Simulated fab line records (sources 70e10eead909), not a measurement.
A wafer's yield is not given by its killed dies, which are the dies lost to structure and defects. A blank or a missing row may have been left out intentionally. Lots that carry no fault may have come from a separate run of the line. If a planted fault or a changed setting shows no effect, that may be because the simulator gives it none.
What tool caused it? | flow nand harc | 6 lots with 18 wafers sampled at 5 steps, on a route of 1159 steps

== WHAT THE GAUGES READ, wafer by wafer ==
NHARC_END_SORT_01.
lot  | measured     | on        | killed at array
L999 | day 24 20:20 | prober-02 | 674 675 673

== EACH LOT AND THE TOOL THAT RAN IT (in order: tool; ch and the chambers of the sampled wafers; start) ==
lot  | NHARC_A_CONTACT_ETCH_125             | NHARC_A_CONTACT_ETCH_131             | NHARC_A_CONTACT_ETCH_133             | NHARC_A_CONTACT_STRIP_82
L994 | har cap etch-01 ch 0,1, day 18 08:29 | har cap etch-01 ch 0,1, day 18 09:20 | har cap etch-01 ch 0,1, day 18 09:38 | rie diel-04 ch 1,2,3, day 18 10:44
L996 | har cap etch-02 ch 0,1, day 18 19:28 | har cap etch-02 ch 0,1, day 18 20:19 | har cap etch-02 ch 0,1, day 18 20:37 | rie diel-11 ch 0,3, day 18 21:45
L999 | har cap etch-03 ch 0,1, day 21 18:13 | har cap etch-03 ch 0,1, day 21 19:04 | har cap etch-03 ch 0,1, day 21 19:20 | rie diel-04 ch 0,2, day 21 20:38
L111 | har cap etch-03 ch 0,1, day 22 17:36 | har cap etch-03 ch 0,1, day 22 18:27 | har cap etch-03 ch 0,1, day 22 18:46 | rie diel-04 ch 0,1, day 22 20:34
L112 | har cap etch-01 ch 0,1, day 23 20:37 | har cap etch-01 ch 0,1, day 23 21:45 | har cap etch-01 ch 0,1, day 23 22:08 | rie diel-04 ch 0,1,3, day 24 00:09
L115 | har cap etch-02 ch 0,1, day 24 00:17 | har cap etch-02 ch 0,1, day 24 01:08 | har cap etch-02 ch 0,1, day 24 01:25 | rie diel-04 ch 0,2,3, day 24 02:43
- NHARC_A_CONTACT_ETCH_125: etches the open film in C4F8/O2/Ar, time 155 s, target depth 956 nm.
- NHARC_A_CONTACT_ETCH_131: etches the open film in C4F8/O2/Ar, time 155 s, target depth 956 nm.
- NHARC_A_CONTACT_ETCH_133: etches the open film in C4F8/O2/Ar, time 195 s, target depth 840 nm.
- NHARC_A_CONTACT_STRIP_82: strips in O2.

== THE ANSWER, worked out from the rows above alone ==
Rule: usual is defined by the lots themselves. Put in order of their means at a reading, lots are off if they are a third of the lots or fewer, leave a main group of 4 or more, and stand apart from it by a gap of 3 or more times the standard deviation of the main group's means; of several such gaps the widest counts. If all means in a main group match to the digits the tables above print for the reading, that group is not used. A lot without any number at a reading at which 4 lots or more have one is off too. All remaining lots with rows at the step are treated as sound.
Across all readings shown, no lot is off: no conclusion can be drawn from this.

== WHAT THE SIMULATOR PUT IN ==
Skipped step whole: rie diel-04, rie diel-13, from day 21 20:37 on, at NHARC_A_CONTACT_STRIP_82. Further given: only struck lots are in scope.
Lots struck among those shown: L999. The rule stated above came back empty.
